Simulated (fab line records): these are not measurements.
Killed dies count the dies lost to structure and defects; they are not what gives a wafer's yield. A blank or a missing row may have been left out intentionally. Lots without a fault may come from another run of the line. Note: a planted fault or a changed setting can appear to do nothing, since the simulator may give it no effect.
Split-lot study :: flow n5-finfet :: route with 1938 steps; 7 lots, 21 wafers read

== SPLIT DETAILS ==
At N5_BEOL_M14_SPUTTER_43 (material TaN, target thk 15 nm, time 24.19 s), the setting power-w was moved away from the recipe's 15000 W on 5 of the 21 wafers read, by -15.9% to +10.1%. All remaining wafers had this setting at the recipe value.

Reading taken at the split's own step.

== THE READING ==
TaN_of_BEOL_M14_SPUTTER_43.thk-nm (the simulator's own value, which no gauge read), in nm, at N5_BEOL_M14_SPUTTER_43 (material TaN, target thk 15 nm, time 24.19 s). No usual value for it is given in the file. Average 15.1 nm, standard deviation 0.22 nm, over the 16 wafers here run with the recipe.

wafer: L076.2
tool, chamber at the split: pvd-sputter-02, -
power-w as run, W: 15000
against the recipe: recipe
TaN_of_BEOL_M14_SPUTTER_43.thk-nm, nm: 15.2
against lot-mates on the recipe: -

wafer: L076.3
tool, chamber at the split: pvd-sputter-02, -
power-w as run, W: 12820
against the recipe: -14.5%
TaN_of_BEOL_M14_SPUTTER_43.thk-nm, nm: 13
against lot-mates on the recipe: -2.3

wafer: L076.4
tool, chamber at the split: pvd-sputter-02, -
power-w as run, W: 15000
against the recipe: recipe
TaN_of_BEOL_M14_SPUTTER_43.thk-nm, nm: 15.4
against lot-mates on the recipe: -

wafer: L078.1
tool, chamber at the split: pvd-sputter-02, -
power-w as run, W: 15000
against the recipe: recipe
TaN_of_BEOL_M14_SPUTTER_43.thk-nm, nm: 15.2
against lot-mates on the recipe: -

wafer: L078.6
tool, chamber at the split: pvd-sputter-02, -
power-w as run, W: 15000
against the recipe: recipe
TaN_of_BEOL_M14_SPUTTER_43.thk-nm, nm: 15.2
against lot-mates on the recipe: -

wafer: L078.4
tool, chamber at the split: pvd-sputter-02, -
power-w as run, W: 12610
against the recipe: -15.9%
TaN_of_BEOL_M14_SPUTTER_43.thk-nm, nm: 13
against lot-mates on the recipe: -2.2

wafer: L079.1
tool, chamber at the split: pvd-sputter-01, -
power-w as run, W: 16130
against the recipe: +7.5%
TaN_of_BEOL_M14_SPUTTER_43.thk-nm, nm: 15.8
against lot-mates on the recipe: +1.0

wafer: L079.2
tool, chamber at the split: pvd-sputter-01, -
power-w as run, W: 15000
against the recipe: recipe
TaN_of_BEOL_M14_SPUTTER_43.thk-nm, nm: 14.8
against lot-mates on the recipe: -

wafer: L079.4
tool, chamber at the split: pvd-sputter-01, -
power-w as run, W: 16130
against the recipe: +7.5%
TaN_of_BEOL_M14_SPUTTER_43.thk-nm, nm: 16
against lot-mates on the recipe: +1.2

wafer: L084.1
tool, chamber at the split: pvd-sputter-02, -
power-w as run, W: 15000
against the recipe: recipe
TaN_of_BEOL_M14_SPUTTER_43.thk-nm, nm: 15.6
against lot-mates on the recipe: -

wafer: L084.3
tool, chamber at the split: pvd-sputter-02, -
power-w as run, W: 16520
against the recipe: +10.1%
TaN_of_BEOL_M14_SPUTTER_43.thk-nm, nm: 17
against lot-mates on the recipe: +1.5

wafer: L084.6
tool, chamber at the split: pvd-sputter-02, -
power-w as run, W: 15000
against the recipe: recipe
TaN_of_BEOL_M14_SPUTTER_43.thk-nm, nm: 15.4
against lot-mates on the recipe: -

wafer: L087.1
tool, chamber at the split: pvd-sputter-02, -
power-w as run, W: 15000
against the recipe: recipe
TaN_of_BEOL_M14_SPUTTER_43.thk-nm, nm: 14.8
against lot-mates on the recipe: -

wafer: L087.4
tool, chamber at the split: pvd-sputter-02, -
power-w as run, W: 15000
against the recipe: recipe
TaN_of_BEOL_M14_SPUTTER_43.thk-nm, nm: 15
against lot-mates on the recipe: -

wafer: L087.5
tool, chamber at the split: pvd-sputter-02, -
power-w as run, W: 15000
against the recipe: recipe
TaN_of_BEOL_M14_SPUTTER_43.thk-nm, nm: 15.2
against lot-mates on the recipe: -

wafer: L088.1
tool, chamber at the split: pvd-sputter-03, -
power-w as run, W: 15000
against the recipe: recipe
TaN_of_BEOL_M14_SPUTTER_43.thk-nm, nm: 15.2
against lot-mates on the recipe: -

wafer: L088.5
tool, chamber at the split: pvd-sputter-03, -
power-w as run, W: 15000
against the recipe: recipe
TaN_of_BEOL_M14_SPUTTER_43.thk-nm, nm: 15
against lot-mates on the recipe: -

wafer: L088.6
tool, chamber at the split: pvd-sputter-03, -
power-w as run, W: 15000
against the recipe: recipe
TaN_of_BEOL_M14_SPUTTER_43.thk-nm, nm: 14.8
against lot-mates on the recipe: -

wafer: L090.3
tool, chamber at the split: pvd-sputter-02, -
power-w as run, W: 15000
against the recipe: recipe
TaN_of_BEOL_M14_SPUTTER_43.thk-nm, nm: 15
against lot-mates on the recipe: -

wafer: L090.5
tool, chamber at the split: pvd-sputter-02, -
power-w as run, W: 15000
against the recipe: recipe
TaN_of_BEOL_M14_SPUTTER_43.thk-nm, nm: 15
against lot-mates on the recipe: -

wafer: L090.6
tool, chamber at the split: pvd-sputter-02, -
power-w as run, W: 15000
against the recipe: recipe
TaN_of_BEOL_M14_SPUTTER_43.thk-nm, nm: 15.2
against lot-mates on the recipe: -

THE FIT
A straight line over all 21 wafers: TaN_of_BEOL_M14_SPUTTER_43.thk-nm changes by +0.14 nm for each +1% of power-w; r = +0.96; the points scatter about the line by 0.25 nm.
The same after taking each lot's own level away (the mean of its wafers on the recipe; 21 wafers): +0.147 nm for each +1%; r = +0.99; scatter 0.12 nm.
According to that fit, moving power-w by its largest amount changes the reading by 2.3 nm.
Measured against the standard deviation above, the lots' own levels, which go from 14.80 to 15.50 nm, span 3.2 times it.
So the lot-to-lot level changes the slope little: the two slopes agree.
Check: for one of the wafers moved furthest among these (-15.9%), held out of the fit, the line's prediction against its lot-mates is -2.45 nm. Against them it came out at -2.2 nm.

== OTHER SPLITS ON THESE WAFERS ==
Other splits were also applied to these wafers ahead of the reading. Each is held against what the fit with the lots' levels taken away leaves over:
other split on the same wafers: N5_BEOL_M11_COAT_22 spin-rpm
wafers away from the commonest value: 10
r with TaN_of_BEOL_M14_SPUTTER_43.thk-nm (lot level and that fit taken away): +0.03

other split on the same wafers: N5_BEOL_M12_SPUTTER_43 time-s
wafers away from the commonest value: 9
r with TaN_of_BEOL_M14_SPUTTER_43.thk-nm (lot level and that fit taken away): -0.03

other split on the same wafers: N5_BEOL_M14_ILD_DEP_00 time-s
wafers away from the commonest value: 4
r with TaN_of_BEOL_M14_SPUTTER_43.thk-nm (lot level and that fit taken away): -0.14

other split on the same wafers: N5_BEOL_M14_EXPOSE_07 dose-mj
wafers away from the commonest value: 4
r with TaN_of_BEOL_M14_SPUTTER_43.thk-nm (lot level and that fit taken away): +0.07

== THE FILE'S OWN FIT ==
TaN_of_BEOL_M14_SPUTTER_43.thk-nm changes by +0.147 nm for each +1% of power-w, r = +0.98.
